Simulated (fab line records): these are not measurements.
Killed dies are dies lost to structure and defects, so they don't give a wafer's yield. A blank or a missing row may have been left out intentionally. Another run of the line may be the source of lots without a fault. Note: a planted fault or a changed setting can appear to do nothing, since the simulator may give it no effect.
Which tool is to blame? | flow n5 finfet | Sampling: 24 lots, 72 wafers, 4 of 1938 route steps

== WHAT THE GAUGES READ, wafer by wafer ==
N5_FIN_SAQP_CD_MEAS_16: the cd target is 35.6 nm. Usual: cd nm reads 35.6 nm (standard deviation 0.33).
lot  | measured    | on        | cd nm (nm)     | flag
L074 | day 1 23:43 | cd sem-03 | 35.8 35.6 35.5 |
L075 | day 2 03:29 | cd sem-01 | 35.4 35.6 35.6 |
L076 | day 2 10:19 | cd sem-03 | 35.3 35.5 36.2 |
L077 | day 2 15:12 | cd sem-03 | 36.0 35.6 36.1 |
L078 | day 2 21:53 | cd sem-03 | 35.2 35.0 35.6 |
L079 | day 3 03:44 | cd sem-03 | 35.4 36.0 35.6 |
L080 | day 3 10:31 | cd sem-02 | 36.0 36.1 36.1 |
L081 | day 3 16:42 | cd sem-03 | 35.7 36.1 35.0 |
L082 | day 3 22:27 | cd sem-02 | 35.5 35.6 35.7 |
L083 | day 4 03:53 | cd sem-01 | 35.8 36.5 35.7 |
L084 | day 4 11:38 | cd sem-01 | 35.2 35.5 35.7 |
L085 | day 4 15:27 | cd sem-03 | 35.1 36.3 35.7 |
L086 | day 4 22:16 | cd sem-03 | 35.9 35.5 35.3 |
L087 | day 5 04:08 | cd sem-03 | 35.9 35.9 36.0 |
L088 | day 5 09:13 | cd sem-01 | 36.1 35.3 35.5 |
L089 | day 5 16:31 | cd sem-01 | 35.0 35.5 35.8 |
L090 | day 5 22:09 | cd sem-03 | 35.9 35.9 36.1 |
L091 | day 6 03:34 | cd sem-02 | 35.9 35.2 35.2 |
L092 | day 6 10:06 | cd sem-03 | 35.7 35.4 36.0 |
L093 | day 6 16:25 | cd sem-02 | 36.0 36.1 35.4 |
L094 | day 6 23:02 | cd sem-01 | 34.9 35.5 35.2 |
L095 | day 7 04:48 | cd sem-02 | 35.2 35.4 35.9 |
L096 | day 7 10:41 | cd sem-01 | 35.4 35.7 35.4 |
L097 | day 7 15:26 | cd sem-02 | 35.8 36.2 35.7 |

N5_FIN_SAQP_OVL_MEAS_17. Usual: FIN_CORE_OVL 0.5 nm, standard deviation 0.75.
lot  | measured    | on         | FIN_CORE_OVL (nm) | flag
L074 | day 1 23:45 | overlay-02 | 0.7 -0.4 0.6      |
L075 | day 2 03:31 | overlay-01 | 0.3 0.0 0.1       |
L076 | day 2 10:21 | overlay-02 | 1.1 1.2 -0.2      |
L077 | day 2 15:14 | overlay-01 | 0.9 1.8 0.8       |
L078 | day 2 21:55 | overlay-01 | 1.3 -0.6 0.6      |
L079 | day 3 03:46 | overlay-02 | -0.8 0.6 0.1      |
L080 | day 3 10:33 | overlay-01 | -0.7 1.2 -0.7     |
L081 | day 3 16:44 | overlay-02 | 1.4 0.5 -0.3      |
L082 | day 3 22:29 | overlay-02 | -0.2 0.3 0.7      |
L083 | day 4 03:55 | overlay-02 | 1.1 -1.1 -0.7     |
L084 | day 4 11:40 | overlay-01 | 0.2 1.2 0.1       |
L085 | day 4 15:29 | overlay-02 | 1.6 0.8 0.8       |
L086 | day 4 22:18 | overlay-01 | 0.4 1.4 -1.4      |
L087 | day 5 04:10 | overlay-01 | 2.3 1.3 1.1       |
L088 | day 5 09:15 | overlay-01 | 0.5 0.0 0.3       |
L089 | day 5 16:34 | overlay-01 | 0.6 0.3 0.4       |
L090 | day 5 22:11 | overlay-02 | 1.5 0.6 0.0       |
L091 | day 6 03:37 | overlay-02 | 2.2 1.6 0.4       |
L092 | day 6 10:08 | overlay-02 | -1.4 0.3 -0.1     |
L093 | day 6 16:28 | overlay-01 | 1.0 -0.6 -0.2     |
L094 | day 6 23:05 | overlay-02 | 2.1 0.5 0.2       |
L095 | day 7 04:50 | overlay-01 | -0.4 0.3 0.5      |
L096 | day 7 10:43 | overlay-01 | 0.8 1.1 -0.1      |
L097 | day 7 15:29 | overlay-01 | 0.8 1.4 1.1       |

== TOOL THAT RAN EACH LOT (tool first, then ch and the chambers of the sampled wafers, then the start) ==
lot  | N5_ZERO_LAYER_ETCH_17             | N5_ZERO_LAYER_STRIP_24
L074 | rie diel-02 ch 0,2,3, day 1 13:02 | plasma asher-02 ch 0,1, day 1 13:13
L075 | rie diel-01 ch 1,2, day 1 18:51   | plasma asher-01 ch 0,1, day 1 19:01
L076 | rie diel-02 ch 0,2,3, day 2 00:44 | plasma asher-02 ch 0,1, day 2 00:55
L077 | rie diel-01 ch 0,2,3, day 2 06:43 | plasma asher-01 ch 0,1, day 2 06:53
L078 | rie diel-05 ch 0,3, day 2 13:00   | plasma asher-01 ch 0,1, day 2 13:12
L079 | rie diel-01 ch 0,2, day 2 18:48   | plasma asher-01 ch 0,1, day 2 18:58
L080 | rie diel-02 ch 0,1,3, day 3 00:53 | plasma asher-01 ch 0,1, day 3 01:04
L081 | rie diel-01 ch 0,1,3, day 3 06:43 | plasma asher-01 ch 0,1, day 3 06:54
L082 | rie diel-01 ch 0,1,2, day 3 12:43 | plasma asher-01 ch 0,1, day 3 12:53
L083 | rie diel-05 ch 0,3, day 3 18:50   | plasma asher-01 ch 0,1, day 3 19:01
L084 | rie diel-02 ch 0,1,2, day 4 00:50 | plasma asher-01 ch 0,1, day 4 01:02
L085 | rie diel-05 ch 0,1,2, day 4 06:44 | plasma asher-01 ch 0,1, day 4 06:55
L086 | rie diel-01 ch 0,1,2, day 4 12:43 | plasma asher-01 ch 0,1, day 4 12:54
L087 | rie diel-02 ch 0,1,3, day 4 18:43 | plasma asher-02 ch 0,1, day 4 18:53
L088 | rie diel-01 ch 0,1, day 5 00:43   | plasma asher-02 ch 0,1, day 5 00:53
L089 | rie diel-05 ch 0,2,3, day 5 06:44 | plasma asher-01 ch 0,1, day 5 06:55
L090 | rie diel-05 ch 0,1,3, day 5 12:50 | plasma asher-01 ch 0,1, day 5 13:01
L091 | rie diel-05 ch 0,3, day 5 18:50   | plasma asher-01 ch 0,1, day 5 19:01
L092 | rie diel-01 ch 0,3, day 6 01:04   | plasma asher-02 ch 0, day 6 01:14
L093 | rie diel-05 ch 0,1,3, day 6 07:01 | plasma asher-01 ch 0,1, day 6 07:12
L094 | rie diel-05 ch 0,1,2, day 6 12:50 | plasma asher-01 ch 0,1, day 6 13:01
L095 | rie diel-05 ch 0,3, day 6 18:53   | plasma asher-01 ch 0,1, day 6 19:04
L096 | rie diel-02 ch 0,2,3, day 7 00:50 | plasma asher-02 ch 0,1, day 7 01:01
L097 | rie diel-02 ch 0,2,3, day 7 06:43 | plasma asher-01 ch 0,1, day 7 06:55
- N5_ZERO_LAYER_ETCH_17: etches SiO2 in CF4, target depth 12 nm, time 13.3 s.
- N5_ZERO_LAYER_STRIP_24: strips in O2.

== WHAT THE TOOLS THEMSELVES READ (means of the sampled wafers that have a number; where no wafer has one, the mark that the record gives instead) ==
N5_ZERO_LAYER_ETCH_17. Usual: drypump motor current A 5.8 A, standard deviation 0.41; oes product au 0.77 a.u., standard deviation 0.067; rf vpp V 950 V, standard deviation 4.9; showerhead plenum p Torr 2.16 Torr, standard deviation 0.075; throttle valve pct 15.68 %, standard deviation 0.15.
lot  | tool        | drypump motor current A (A) | oes product au (a.u.) | rf vpp V (V) | showerhead plenum p Torr (Torr) | throttle valve pct (%) | flag
L074 | rie diel-02 | 5.5                         | 0.77                  | 948          | 2.12                            | 15.52                  |
L075 | rie diel-01 | 6.1                         | 0.73                  | 954          | 2.22                            | 15.81                  |
L076 | rie diel-02 | 5.5                         | 0.77                  | 948          | 2.12                            | 15.54                  |
L077 | rie diel-01 | 5.7                         | 0.78                  | 947          | 2.13                            | 15.71                  |
L078 | rie diel-05 | 5.7                         | 0.79                  | 954          | 2.23                            | 15.60                  |
L079 | rie diel-01 | 6.1                         | 0.80                  | 948          | 2.12                            | 15.78                  |
L080 | rie diel-02 | 5.9                         | 0.75                  | 949          | 2.15                            | 15.62                  |
L081 | rie diel-01 | 5.8                         | 0.84                  | 946          | 2.10                            | 15.60                  |
L082 | rie diel-01 | 6.2                         | 0.84                  | 950          | 2.16                            | 15.66                  |
L083 | rie diel-05 | 5.8                         | 0.84                  | 955          | 2.24                            | 15.60                  |
L084 | rie diel-02 | 5.6                         | 0.76                  | 951          | 2.17                            | 15.57                  |
L085 | rie diel-05 | 5.7                         | 0.78                  | 951          | 2.18                            | 15.73                  |
L086 | rie diel-01 | 6.2                         | 0.84                  | 950          | 2.16                            | 15.67                  |
L087 | rie diel-02 | 5.9                         | 0.74                  | 949          | 2.15                            | 15.64                  |
L088 | rie diel-01 | 6.2                         | 0.84                  | 946          | 2.11                            | 15.67                  |
L089 | rie diel-05 | 5.7                         | 0.78                  | 954          | 2.23                            | 15.64                  |
L090 | rie diel-05 | 5.7                         | 0.78                  | 951          | 2.18                            | 15.75                  |
L091 | rie diel-05 | 5.8                         | 0.81                  | 954          | 2.24                            | 15.62                  |
L092 | rie diel-01 | 5.3                         | 0.74                  | 943          | 2.06                            | 15.71                  |
L093 | rie diel-05 | 5.7                         | 0.77                  | 951          | 2.17                            | 15.77                  |
L094 | rie diel-05 | 5.7                         | 0.77                  | 950          | 2.17                            | 15.76                  |
L095 | rie diel-05 | 5.8                         | 0.81                  | 955          | 2.23                            | 15.65                  |
L096 | rie diel-02 | 5.5                         | 0.74                  | 946          | 2.11                            | 15.62                  |
L097 | rie diel-02 | 5.5                         | 0.72                  | 946          | 2.10                            | 15.62                  |

N5_ZERO_LAYER_STRIP_24. Usual: drypump motor current A 5.76 A, standard deviation 0.096; heater power w 300 W, standard deviation 11; oes product au 0.647 a.u., standard deviation 0.0045; strip time to endpoint s 43.83 s, standard deviation 0.097.
lot  | tool            | drypump motor current A (A) | heater power w (W) | oes product au (a.u.) | strip time to endpoint s (s) | flag
L074 | plasma asher-02 | 5.86                        | 293                | 0.647                 | 43.84                        |
L075 | plasma asher-01 | 5.72                        | 301                | 0.648                 | 44.04                        |
L076 | plasma asher-02 | 5.76                        | 286                | 0.647                 | 43.73                        |
L077 | plasma asher-01 | 5.77                        | 304                | 0.648                 | 43.80                        |
L078 | plasma asher-01 | 5.72                        | 306                | 0.646                 | 43.74                        |
L079 | plasma asher-01 | 5.76                        | 302                | 0.646                 | 43.95                        |
L080 | plasma asher-01 | 5.72                        | 307                | 0.645                 | 43.79                        |
L081 | plasma asher-01 | 5.72                        | 302                | 0.649                 | 43.86                        |
L082 | plasma asher-01 | 5.77                        | 303                | 0.648                 | 43.76                        |
L083 | plasma asher-01 | 5.69                        | 303                | 0.651                 | 43.94                        |
L084 | plasma asher-01 | 5.73                        | 309                | 0.646                 | 43.90                        |
L085 | plasma asher-01 | 5.75                        | 304                | 0.646                 | 43.78                        |
L086 | plasma asher-01 | 5.79                        | 310                | 0.651                 | 43.89                        |
L087 | plasma asher-02 | 5.86                        | 289                | 0.651                 | 43.82                        |
L088 | plasma asher-02 | 5.85                        | 292                | 0.646                 | 43.93                        |
L089 | plasma asher-01 | 5.77                        | 303                | 0.646                 | 43.95                        |
L090 | plasma asher-01 | 5.72                        | 302                | 0.646                 | 43.79                        |
L091 | plasma asher-01 | 5.76                        | 304                | 0.642                 | 43.84                        |
L092 | plasma asher-02 | 5.69                        | 273                | 0.645                 | 43.80                        |
L093 | plasma asher-01 | 5.76                        | 306                | 0.644                 | 43.71                        |
L094 | plasma asher-01 | 5.73                        | 301                | 0.646                 | 43.73                        |
L095 | plasma asher-01 | 5.78                        | 310                | 0.642                 | 43.76                        |
L096 | plasma asher-02 | 5.86                        | 290                | 0.645                 | 43.78                        |
L097 | plasma asher-01 | 5.77                        | 305                | 0.646                 | 43.71                        |

== THE ANSWER, worked out from the rows above alone ==
Rule: lot off if the mean of its wafers having a number is beyond 3 standard deviations from the usual mean. Also off: a lot with no number at a reading for which 4 or more lots have one. Where the step has rows for the other lots, those lots are counted as sound. Order of review: gauges by route order, followed by the tools' own readings, for which a lot's mean as printed above is used. At the first step where some lot is off, the reading lying furthest off is the one used; lots without a number count as furthest.
Across all readings shown, no lot is off: no conclusion can be drawn from this.

== WHAT HAD BEEN PUT IN BY THE SIMULATOR ==
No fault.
